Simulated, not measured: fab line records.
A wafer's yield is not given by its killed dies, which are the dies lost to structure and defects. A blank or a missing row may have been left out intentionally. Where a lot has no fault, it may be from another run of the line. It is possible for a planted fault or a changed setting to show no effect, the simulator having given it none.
Matching of chambers -- flow n5 finfet -- N5_BEOL_M4_ILD_DEP_00 on pecvd-04 has 3 sister chambers
The step deposits SiOC from DEMS/O2, target thk 79 nm, time 15.3 s. 18 wafers are shown with their chamber, then 9 later ones without.

WAFERS, EACH WITH ITS CHAMBER
wafer,chamber,heater power w (W),throttle valve pct (%),showerhead plenum p Torr (Torr)
L076.2,2,468,11.2,5.689
L076.5,2,478,11.4,5.684
L076.6,1,567,12.5,5.687
L078.2,2,429,11.2,5.688
L078.5,1,603,12.4,5.679
L078.6,2,438,11.6,5.691
L081.1,1,580,12.6,5.679
L081.3,2,491,11.3,5.705
L081.4,1,590,12.8,5.670
L084.1,1,559,12.4,5.677
L084.5,0,376,11.2,5.685
L084.6,2,416,11.4,5.697
L085.2,2,452,11.6,5.712
L085.3,0,370,11.0,5.691
L085.4,0,367,11.4,5.695
L086.2,1,592,12.5,5.683
L086.3,0,404,11.2,5.685
L086.6,2,471,11.4,5.698

SIGNATURES (averages over the wafers above)
reading,chamber 0,chamber 1,chamber 2,scatter within a chamber
heater power w,379.25,581.83,455.38,21.5
throttle valve pct,11.200,12.533,11.387,0.155
showerhead plenum p Torr,5.68900,5.67917,5.69550,0.00757
Rule: for a wafer and a chamber, the distance is found by dividing, reading by reading, the gap between the wafer's reading and the chamber's mean by the reading's scatter, squaring, summing and taking the root. The wafer belongs to the nearest chamber; if the next one is less than 2 further off, it can't be placed. The scatter is the square root of a quotient: the sum, over the shown wafers, of each reading's squared deviation from its chamber's mean, divided by wafers minus chambers.

WAFERS WITHOUT THEIR CHAMBER
wafer,heater power w (W),throttle valve pct (%),showerhead plenum p Torr (Torr)
L088.3,558,12.5,5.672
L088.4,546,12.4,5.682
L088.6,400,11.1,5.694
L091.2,518,12.5,5.666
L091.5,339,11.2,5.692
L091.6,434,11.2,5.705
L093.1,365,11.1,5.689
L093.3,562,12.5,5.690
L093.6,509,11.4,5.706

THE CHAMBER EACH PASSED THROUGH
wafer,from the rows above,in truth
L088.3,1,1
L088.4,1,1
L088.6,can't be placed: 0 or 2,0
L091.2,1,1
L091.5,0,0
L091.6,can't be placed: 2 or 0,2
L093.1,0,0
L093.3,1,1
L093.6,2,2
Placed correctly: 7 of 9. Can't be placed from these rows: 2 (the true chamber is among the candidates in 2). Wrongly placed: 0.
